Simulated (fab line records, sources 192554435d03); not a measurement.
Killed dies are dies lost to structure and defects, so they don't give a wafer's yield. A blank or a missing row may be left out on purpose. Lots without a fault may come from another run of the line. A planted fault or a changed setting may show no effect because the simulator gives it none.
fab line records | flow n5_finfet | part 1 of 2: steps 1 to 21 of 28
record lots=5 wafers=15 last_day=19
route steps=1938 shown BEOL_M0_SAQP@673
lots that met no fault: from a run of the same line without faults
start_h: hours from the record's first day to the start of the lot's first wafer shown | wait_h: hours since the lot's step before | " the same as in the row above | L1.1+2: a row that stands for several wafers | - no value, or no start given | * or withheld: withheld | < > ~ a bound
route shown NAME@n: a module of which the file shows steps, and the number in the route of the first | usual: mean/standard deviation of fault-free wafers | same: alike in all rows | chamber/n: place in a boat | sites: the reading at each site | _std_site: their standard deviation | _edge_site: outer sites' mean less inner sites' | radius_mm: how far each site lies from the wafer's centre | mask NAME#n: copy n | behind: the tool/chamber that last shaped the wafer | hold: why the lot was held/for how many hours/how that ended | device: the transistor (n, p or np) that didn't switch | end of line: the same wafers' tests at the end of the route | a step without rows: its recipe alone | killed: dies lost to structure and defects at the first sort, not the wafer's yield | map: a wafer's dies, x killed, . not, _ none there
set.NAME: the setting as run; set.NAME@STEP: as run at that earlier step | model.NAME: the simulator's own value behind a step, which no gauge read
lots at some steps of the route; a table a step, a row a wafer
services: from which hour (start_h, from the record's first day; less than 0 if before it) a tool's chamber was out of use, for how many hours, and why
## steps
# step N5_BEOL_M0_SAQP_ETCH_107
# recipe chemistry=CH3F/O2 target=SiNx target_depth_a=300 mask_material=SOC pressure_mtorr=30 source_w=395 bias_w=73 Ar_flow_sccm=150 CH3F_flow_sccm=30 O2_flow_sccm=20 ion_energy_ev=120
# usual CH3F_flow_sccm=30.00/0.081 drypump_motor_current_A=5.4/0.38 oes_ar_750_au=0.79/0.082 oes_product_au=0.79/0.087 rf_vpp_V=297/3.1 showerhead_plenum_p_Torr=2.00/0.049 throttle_valve_pct=16.39/0.24
# columns lot.wafer tool chamber start_h wait_h CH3F_flow_sccm drypump_motor_current_A oes_ar_750_au oes_product_au rf_hours_counter_h rf_vpp_V showerhead_plenum_p_Torr throttle_valve_pct
L074.1 rie_diel-06 0 112.47 0.0 30.00 5.4 0.74 0.74 181 294 2.00 16.59
L074.5 " 1 " " 29.89 5.7 0.68 0.68 - 293 1.89 16.56
L074.6 " 0 " " 30.12 5.4 0.74 0.73 - 295 2.00 16.58
L079.1 rie_diel-05 0 152.03 0.0 30.00 4.9 0.72 0.70 210 296 1.99 16.66
L079.3 " 1 " " 30.11 4.9 0.87 0.88 49 299 1.95 16.10
L079.4 " 2 " " 30.04 5.8 0.83 0.82 91 298 2.02 16.63
L082.1 rie_diel-05 0 164.55 0.0 30.24 4.9 0.70 0.70 214 295 1.98 16.66
L082.3 " 1 " " 30.02 4.9 0.87 0.88 54 299 1.95 16.11
L082.6 " 0 " " 30.11 4.9 0.70 0.70 - 293 1.98 16.67
L088.1 rie_diel-06 2 198.15 0.0 29.95 5.8 0.77 0.78 111 297 2.02 16.46
L088.4 " 0 " " 30.15 5.4 0.72 0.72 210 294 1.99 16.64
L088.6 " 2 " " 29.95 5.8 0.78 0.78 - 298 2.02 16.45
L096.1 rie_diel-06 2 252.61 0.0 29.98 5.9 0.76 0.76 127 297 2.01 16.48
L096.2 " 0 " " 30.04 5.4 0.71 0.70 223 293 1.98 16.68
L096.3 " 1 " " 29.82 5.7 0.90 0.89 22 300 2.13 16.18
# step N5_BEOL_M0_SAQP_STRIP_108
# recipe chemistry=N2/H2 power_w=500 temp_c=40 pressure_mtorr=50 rf_frequency_hz=6e+07 overash_fraction=0.3 bias_power_w=28 h2_frac=0.5 n2_flow_sccm=300 h2_flow_sccm=300
# usual drypump_motor_current_A=5.4/0.38 oes_product_au=0.79/0.088 rf_vpp_V=121.8/0.88 showerhead_plenum_p_Torr=3.36/0.077 throttle_valve_pct=18.86/0.26
# columns lot.wafer tool chamber start_h wait_h drypump_motor_current_A oes_product_au rf_hours_counter_h rf_vpp_V showerhead_plenum_p_Torr throttle_valve_pct
L074.1 rie_diel-06 0 112.51 0.0 5.4 0.74 181 121.9 3.34 19.16
L074.5 " 1 " " 5.7 0.69 - 121.4 3.17 19.21
L074.6 " 0 " " 5.4 0.74 - 121.0 3.34 19.15
L079.1 rie_diel-05 0 152.07 0.0 4.9 0.69 210 122.1 3.33 19.06
L079.3 " 1 " " 4.9 0.88 49 121.8 3.28 18.47
L079.4 " 2 " " 5.8 0.82 91 123.8 3.39 19.10
L082.1 rie_diel-05 0 164.59 0.0 4.9 0.69 214 122.2 3.33 19.07
L082.3 " 1 " " 4.9 0.88 54 122.7 3.28 18.48
L082.6 " 0 " " 4.9 0.70 - 122.3 3.33 19.07
L088.1 rie_diel-06 2 198.19 0.0 5.9 0.78 111 121.7 3.38 18.90
L088.4 " 0 " " 5.4 0.71 210 120.8 3.33 19.21
L088.6 " 2 " " 5.9 0.78 - 121.3 3.38 18.91
L096.1 rie_diel-06 2 252.65 0.0 5.8 0.77 127 121.1 3.38 18.92
L096.2 " 0 " " 5.4 0.72 223 122.0 3.32 19.23
L096.3 " 1 " " 5.8 0.91 22 123.5 3.56 18.87
# step N5_BEOL_M0_SAQP_RECESS_109
# recipe chemistry=HF/NH3 target=SiO2 target_depth_a=30 afs_cycles=1 temp_c=30 sublimation_temp_c=180 sublimation_time_s=60
# usual drypump_motor_current_A=5.77/0.18
# columns lot.wafer tool chamber start_h wait_h drypump_motor_current_A
L074.1 vapor_etch-02 1 112.57 0.0 5.70
L074.5 " 0 " " 5.73
L074.6 " 1 " " 5.71
L079.1 vapor_etch-02 0 152.28 0.2 5.75
L079.3 " 1 " " 5.70
L079.4 " 0 " " 5.75
L082.1 vapor_etch-02 0 164.92 0.3 5.74
L082.3 " 0 " " 5.74
L082.6 " 1 " " 5.72
L088.1 vapor_etch-02 1 198.36 0.1 5.72
L088.4 " 1 " " 5.73
L088.6 " 1 " " 5.71
L096.1 vapor_etch-02 0 253.04 0.4 5.72
L096.2 " 1 " " 5.73
L096.3 " 0 " " 5.75
# step N5_BEOL_M0_SAQP_SPACER2_ALD_26
# recipe material=SiO2 target_thk_a=150 temp_c=300 ald_precursor_family=BDEAS ald_co_reactant=O2-plasma pulse_time_s=1 purge_time_s=2 co_reactant_purge_time_s=2 pressure_torr=2
# usual heater_power_w=485/46 precursor_pulse_height_rel=1.000/0.02
# same pulse_time_s=1 purge_time_s=2
# columns lot.wafer tool chamber start_h wait_h heater_power_w precursor_pulse_height_rel
L074.1 ald_sin-02 0 112.71 0.1 487 1.027
L074.5 " 3 " " 376 0.963
L074.6 " 0 " " 486 1.002
L079.1 ald_sin-02 2 152.42 0.1 480 0.959
L079.3 " 0 " " 489 1.022
L079.4 " 3 " " 368 0.992
L082.1 ald_sin-01 0 167.13 2.2 502 1.009
L082.3 " 2 " " 505 0.967
L082.6 " 1 " " 542 1.018
L088.1 ald_sin-01 3 198.52 0.1 522 1.018
L088.4 " 0 " " 512 0.993
L088.6 " 3 " " 527 1.005
L096.1 ald_sin-02 2 253.19 0.1 481 1.006
L096.2 " 0 " " 490 0.987
L096.3 " 3 " " 374 0.955
# step N5_BEOL_M0_SAQP_SPACER2_ETCHBACK_27
# recipe chemistry=CHF3/O2 mode=anisotropic_etchback target=SiO2 target_depth_a=225 time_s=11.25 pressure_mtorr=30 source_w=650 bias_w=170 Ar_flow_sccm=200 CHF3_flow_sccm=50 O2_flow_sccm=5 ion_energy_ev=200
# usual drypump_motor_current_A=5.4/0.39 oes_ar_750_au=0.79/0.07 oes_product_au=0.79/0.076 rf_vpp_V=525/6.4 showerhead_plenum_p_Torr=2.41/0.047 throttle_valve_pct=18.90/0.24
# columns lot.wafer tool chamber start_h wait_h drypump_motor_current_A oes_ar_750_au oes_product_au rf_hours_counter_h rf_vpp_V showerhead_plenum_p_Torr throttle_valve_pct
L074.1 rie_diel-05 0 113.26 0.3 4.9 0.71 0.70 199 517 2.40 19.17
L074.5 " 1 " " 4.9 0.89 0.89 - 529 2.36 18.63
L074.6 " 0 " " 4.9 0.71 0.70 - 517 2.40 19.15
L079.1 rie_diel-05 1 152.97 0.3 4.9 0.88 0.89 50 529 2.35 18.63
L079.3 " 2 " " 5.9 0.83 0.83 92 520 2.43 19.18
L079.4 " 3 " " 5.4 0.77 0.78 118 535 2.43 18.70
L082.1 rie_diel-03 0 167.73 0.3 6.3 0.94 0.95 7 519 2.37 18.58
L082.3 " 3 " " 5.4 0.77 0.76 141 518 2.41 19.15
L082.6 " 1 " " 5.1 0.82 0.83 - 527 2.44 18.72
L088.1 rie_diel-05 2 199.17 0.4 5.8 0.81 0.81 107 522 2.42 19.22
L088.4 " 1 " " 4.9 0.86 0.85 64 529 2.35 18.66
L088.6 " 3 " " 5.4 0.76 0.76 - 536 2.43 18.69
L096.1 rie_diel-06 2 253.75 0.3 5.9 0.76 0.76 127 524 2.42 18.98
L096.2 " 3 " " 5.2 0.92 0.93 17 521 2.36 18.84
L096.3 " 1 " " 5.7 0.90 0.91 23 528 2.56 18.75
# step N5_BEOL_M0_SAQP_MANDREL2_REMOVE_110
# recipe chemistry=HBr/Cl2/O2 bt_time_s=10 target=a-Si stop_on=SiCN endpoint=OES-SiCl over_etch_frac=1 icp_w=600 bias_w=30 HBr_flow_sccm=150 Cl2_flow_sccm=80 O2_flow_sccm=5 pressure_mtorr=10
# usual drypump_motor_current_A=5.8/0.33 he_backside_leak_sccm=2.69/0.2 oes_product_au=1.003/0.018 throttle_valve_pct=36.8/0.33
# columns lot.wafer tool chamber start_h wait_h drypump_motor_current_A he_backside_leak_sccm oes_product_au rf_hours_counter_h throttle_valve_pct
L074.1 rie_si-03 0 113.35 0.1 5.9 2.89 0.988 88 36.4
L074.5 " 0 " " 5.9 3.03 0.979 - 36.4
L074.6 " 1 " " 5.9 2.66 0.996 - 36.9
L079.1 rie_si-04 3 153.06 0.1 5.9 2.58 0.986 171 37.3
L079.3 " 0 " " 5.8 2.79 0.991 145 37.3
L079.4 " 2 " " 5.2 2.81 0.998 191 36.7
L082.1 rie_si-05 0 167.81 0.1 6.0 2.50 1.045 7 36.6
L082.3 " 2 " " 5.7 2.39 1.017 146 37.0
L082.6 " 1 " " 5.7 2.89 0.981 - 37.1
L088.1 rie_si-03 3 199.26 0.1 5.7 2.50 1.013 83 36.2
L088.4 " 2 " " 6.2 3.45 1.000 68 36.5
L088.6 " 3 " " 5.7 2.66 1.017 - 36.2
L096.1 rie_si-04 1 253.84 0.1 6.5 2.65 1.026 2 36.8
L096.2 " 2 " " 5.2 2.60 0.992 1 36.4
L096.3 " 0 " " 5.8 2.80 0.987 146 37.3
# step N5_BEOL_M0_SAQP_CD_MEAS_29
# recipe target_cd_nm=14.4 landing_energy_ev=1000 detector=se_inlens
# usual cd_nm=14.98/0.21
# columns lot.wafer tool chamber start_h wait_h cd_nm
L074.1 cd_sem-01 0 113.46 0.1 15.30
L074.5 " 0 " " 14.90
L074.6 " 0 " " 15.07
L079.1 cd_sem-03 0 153.17 0.1 15.25
L079.3 " 0 " " 14.82
L079.4 " 0 " " 15.06
L082.1 cd_sem-01 0 167.92 0.1 15.22
L082.3 " 0 " " 14.43
L082.6 " 0 " " 14.99
L088.1 cd_sem-03 0 199.37 0.1 15.08
L088.4 " 0 " " 15.19
L088.6 " 0 " " 14.93
L096.1 cd_sem-03 0 253.95 0.1 14.76
L096.2 " 0 " " 15.09
L096.3 " 0 " " 14.92
# step N5_BEOL_M0_SAQP_COAT_69
# recipe resist=SOC temp_c=250 time_s=60 spin_rpm=1500 resist_thk_nm=90
# columns lot.wafer tool chamber start_h wait_h
L074.1+5+6 litho_track-03 0 113.49 0.0
L079.1+3+4 litho_track-03 0 153.20 0.0
L082.1+3+6 litho_track-03 0 167.96 0.0
L088.1+4+6 litho_track-01 0 199.41 0.0
L096.1+2+3 litho_track-03 0 253.99 0.0
# step N5_BEOL_M0_SAQP_COAT_72
# recipe resist=SiARC temp_c=220 time_s=60 spin_rpm=1500 resist_thk_nm=15
# columns lot.wafer tool chamber start_h wait_h
L074.1+5+6 litho_track-03 0 - -
L079.1+3+4 litho_track-03 0 - -
L082.1+3+6 litho_track-03 0 - -
L088.1+4+6 litho_track-01 0 - -
L096.1+2+3 litho_track-03 0 - -
# step N5_BEOL_M0_SAQP_COAT_87
# recipe resist=underlayer temp_c=205 time_s=60 spin_rpm=1500 resist_thk_nm=5
# columns lot.wafer tool chamber start_h wait_h
L074.1+5+6 litho_track-03 0 - -
L079.1+3+4 litho_track-03 0 - -
L082.1+3+6 litho_track-03 0 - -
L088.1+4+6 litho_track-01 0 - -
L096.1+2+3 litho_track-03 0 - -
# step N5_BEOL_M0_SAQP_COAT_34
# recipe resist=CAR-EUV spin_rpm=1500 resist_thk_nm=30
# columns lot.wafer tool chamber start_h wait_h
L074.1+5+6 litho_track-03 0 - -
L079.1+3+4 litho_track-03 0 - -
L082.1+3+6 litho_track-03 0 - -
L088.1+4+6 litho_track-01 0 - -
L096.1+2+3 litho_track-03 0 - -
# step N5_BEOL_M0_SAQP_EBR_36
# recipe solvent=PGMEA ebr_width_mm=1.5
# columns lot.wafer tool chamber start_h wait_h
L074.1+5+6 litho_track-03 0 - -
L079.1+3+4 litho_track-03 0 - -
L082.1+3+6 litho_track-03 0 - -
L088.1+4+6 litho_track-01 0 - -
L096.1+2+3 litho_track-03 0 - -
# step N5_BEOL_M0_SAQP_SOFTBAKE_35
# recipe temp_c=110 time_s=60 resist=CAR-EUV
# columns lot.wafer tool chamber start_h wait_h
L074.1+5+6 litho_track-03 0 - -
L079.1+3+4 litho_track-03 0 - -
L082.1+3+6 litho_track-03 0 - -
L088.1+4+6 litho_track-01 0 - -
L096.1+2+3 litho_track-03 0 - -
# step N5_BEOL_M0_SAQP_EXPOSE_37
# recipe mask_id=M0_CUT1 na=0.33 source_shape=annular sigma_inner=0.35 sigma_outer=0.8 polarization=unpolarized target_cd_nm=30 dose_mj=44.75
# columns lot.wafer tool chamber start_h wait_h mask
L074.1+5+6 euv_scanner-02 0 113.63 - M0_CUT1#0
L079.1+3+4 euv_scanner-02 0 153.34 - M0_CUT1#0
L082.1+3+6 euv_scanner-01 0 168.10 - M0_CUT1#0
L088.1+4+6 euv_scanner-01 0 199.67 - M0_CUT1#0
L096.1+2+3 euv_scanner-01 0 254.13 - M0_CUT1#0
# step N5_BEOL_M0_SAQP_PEB_38
# recipe peb_temp_c=100 peb_time_s=60 resist=CAR-EUV
# columns lot.wafer tool chamber start_h wait_h
L074.1+5+6 litho_track-04 0 113.70 0.1
L079.1+3+4 litho_track-01 0 153.41 0.1
L082.1+3+6 litho_track-04 0 168.16 0.1
L088.1+4+6 litho_track-01 0 199.74 0.1
L096.1+2+3 litho_track-04 0 254.19 0.1
# step N5_BEOL_M0_SAQP_DEVELOP_39
# recipe develop_time_s=30 developer=TMAH resist=CAR-EUV rinse_liquid=surfactant_rinse dry=air_spin dev_temp_c=23
# columns lot.wafer tool chamber start_h wait_h
L074.1+5+6 litho_track-04 0 - -
L079.1+3+4 litho_track-01 0 - -
L082.1+3+6 litho_track-04 0 - -
L088.1+4+6 litho_track-01 0 - -
L096.1+2+3 litho_track-04 0 - -
# step N5_BEOL_M0_SAQP_CD_MEAS_40
# recipe target_cd_nm=30 landing_energy_ev=500 detector=se_inlens
# usual cd_nm=29.95/0.24
# columns lot.wafer tool chamber start_h wait_h cd_nm
L074.1 cd_sem-03 0 113.76 - 30.02
L074.5 " 0 " " 30.45
L074.6 " 0 " " 30.27
L079.1 cd_sem-01 0 153.47 - 29.85
L079.3 " 0 " " 30.04
L079.4 " 0 " " 30.15
L082.1 cd_sem-03 0 168.23 - 29.82
L082.3 " 0 " " 29.66
L082.6 " 0 " " 30.05
L088.1 cd_sem-03 0 199.80 - 30.17
L088.4 " 0 " " 29.88
L088.6 " 0 " " 29.98
L096.1 cd_sem-02 0 254.26 - 29.50
L096.2 " 0 " " 30.00
L096.3 " 0 " " 29.91
# step N5_BEOL_M0_SAQP_OVL_MEAS_41
# recipe points_per_wafer=522
# usual M0_CUT1_OVL=-0.3/0.72
# columns lot.wafer tool chamber start_h wait_h M0_CUT1_OVL[nm]
L074.1 overlay-02 0 113.79 0.0 -1.4
L074.5 " 0 " " -0.7
L074.6 " 0 " " -1.1
L079.1 overlay-02 0 153.50 0.0 -0.3
L079.3 " 0 " " -0.2
L079.4 " 0 " " 0.6
L082.1 overlay-01 0 168.26 0.0 -0.7
L082.3 " 0 " " 0.9
L082.6 " 0 " " 0.3
L088.1 overlay-01 0 199.84 0.0 -0.8
L088.4 " 0 " " -1.1
L088.6 " 0 " " -1.4
L096.1 overlay-02 0 254.29 0.0 -0.6
L096.2 " 0 " " 0.0
L096.3 " 0 " " 0.3
# step N5_BEOL_M0_SAQP_INSPECT_42
# recipe mode=adi inspect_instrument=brightfield
# usual raw_defect_count=333/100
# columns lot.wafer tool chamber start_h wait_h raw_defect_count
L074.1 defect_inspect-02 - 113.85 0.1 442
L074.5 " - " " 404
L074.6 " - " " 485
L079.1 defect_inspect-01 - 153.56 0.1 440
L079.3 " - " " 277
L079.4 " - " " 282
L082.1 defect_inspect-01 - 168.32 0.1 199
L082.3 " - " " 316
L082.6 " - " " 293
L088.1 defect_inspect-02 - 199.89 0.1 382
L088.4 " - " " 332
L088.6 " - " " 352
L096.1 defect_inspect-02 - 254.35 0.1 242
L096.2 " - " " 274
L096.3 " - " " 229
# step N5_BEOL_M0_SAQP_DESCUM_45
# recipe chemistry=O2 time_s=7 source_power_w=50 bias_power_w=20 pressure_mtorr=20 rf_frequency_hz=2.712e+07 temp_c=40 resist=CAR-EUV o2_flow_sccm=225
# usual drypump_motor_current_A=5.5/0.39 oes_product_au=0.78/0.078 rf_vpp_V=243.1/1 showerhead_plenum_p_Torr=2.09/0.044 throttle_valve_pct=20.42/0.24
# columns lot.wafer tool chamber start_h wait_h drypump_motor_current_A oes_product_au rf_hours_counter_h rf_vpp_V showerhead_plenum_p_Torr throttle_valve_pct
L074.1 rie_diel-03 1 113.97 0.1 5.1 0.84 64 245.4 2.12 20.21
L074.5 " 2 " " 5.8 0.72 - 245.4 2.17 20.12
L074.6 " 1 " " 5.1 0.84 - 243.9 2.12 20.19
L079.1 rie_diel-06 2 153.60 0.0 5.8 0.79 92 243.5 2.12 20.49
L079.3 " 3 " " 5.1 0.69 238 243.3 2.06 20.76
L079.4 " 3 " " 5.2 0.70 - 242.1 2.06 20.75
L082.1 rie_diel-06 2 168.61 0.3 5.8 0.80 100 243.7 2.12 20.53
L082.3 " 3 " " 5.2 0.69 246 242.9 2.06 20.77
L082.6 " 0 " " 5.4 0.73 - 244.0 2.08 20.65
L088.1 rie_diel-06 2 200.13 0.2 5.8 0.79 112 242.2 2.11 20.51
L088.4 " 3 " " 5.1 1.02 2 241.9 2.06 20.37
L088.6 " 3 " " 5.1 1.01 - 244.1 2.06 20.39
L096.1 rie_diel-03 2 254.38 0.0 5.8 0.70 205 245.4 2.15 20.19
L096.2 " 1 " " 5.1 0.79 103 243.0 2.11 20.26
L096.3 " 3 " " 5.4 0.74 165 244.7 2.08 20.64
# step N5_BEOL_M0_SAQP_ETCH_88
# recipe chemistry=N2/H2 target=underlayer target_depth_a=65 time_s=5.2 ion_energy_ev=200 mask_material=CAR-EUV pressure_mtorr=30 source_w=840 bias_w=150 n2_flow_sccm=200 h2_flow_sccm=200 ends=cleared
# usual drypump_motor_current_A=5.5/0.39 etch_rf_on_time_s=5.19/0.093 oes_product_au=0.67/0.067 rf_vpp_V=524.0/2 showerhead_plenum_p_Torr=2.54/0.053 throttle_valve_pct=17.84/0.26
# columns lot.wafer tool chamber start_h wait_h drypump_motor_current_A etch_rf_on_time_s oes_product_au rf_hours_counter_h rf_vpp_V showerhead_plenum_p_Torr throttle_valve_pct
L074.1 rie_diel-03 1 114.00 0.0 5.1 5.17 0.72 64 524.5 2.58 17.62
L074.5 " 2 " " 5.8 5.22 0.62 - 527.0 2.63 17.55
L074.6 " 1 " " 5.1 5.17 0.72 - 525.1 2.58 17.60
L079.1 rie_diel-06 2 153.63 0.0 5.8 5.07 0.70 92 524.6 2.57 17.87
L079.3 " 3 " " 5.2 5.19 0.59 238 521.4 2.49 18.10
L079.4 " 3 " " 5.2 5.20 0.60 - 525.2 2.49 18.10
L082.1 rie_diel-06 2 168.64 0.0 5.8 5.09 0.67 100 524.5 2.57 17.92
L082.3 " 3 " " 5.2 5.24 0.58 246 522.2 2.49 18.09
L082.6 " 0 " " 5.4 5.30 0.62 - 523.7 2.52 18.08
L088.1 rie_diel-06 2 200.17 0.0 5.8 5.14 0.66 112 523.8 2.56 17.90
L088.4 " 3 " " 5.2 5.06 0.86 2 523.7 2.49 17.69
L088.6 " 3 " " 5.2 5.06 0.85 - 523.8 2.49 17.67
L096.1 rie_diel-03 2 254.42 0.0 5.8 5.35 0.59 205 526.7 2.61 17.61
L096.2 " 1 " " 5.1 5.23 0.67 103 523.2 2.56 17.68
L096.3 " 3 " " 5.4 5.19 0.63 165 523.0 2.54 18.19
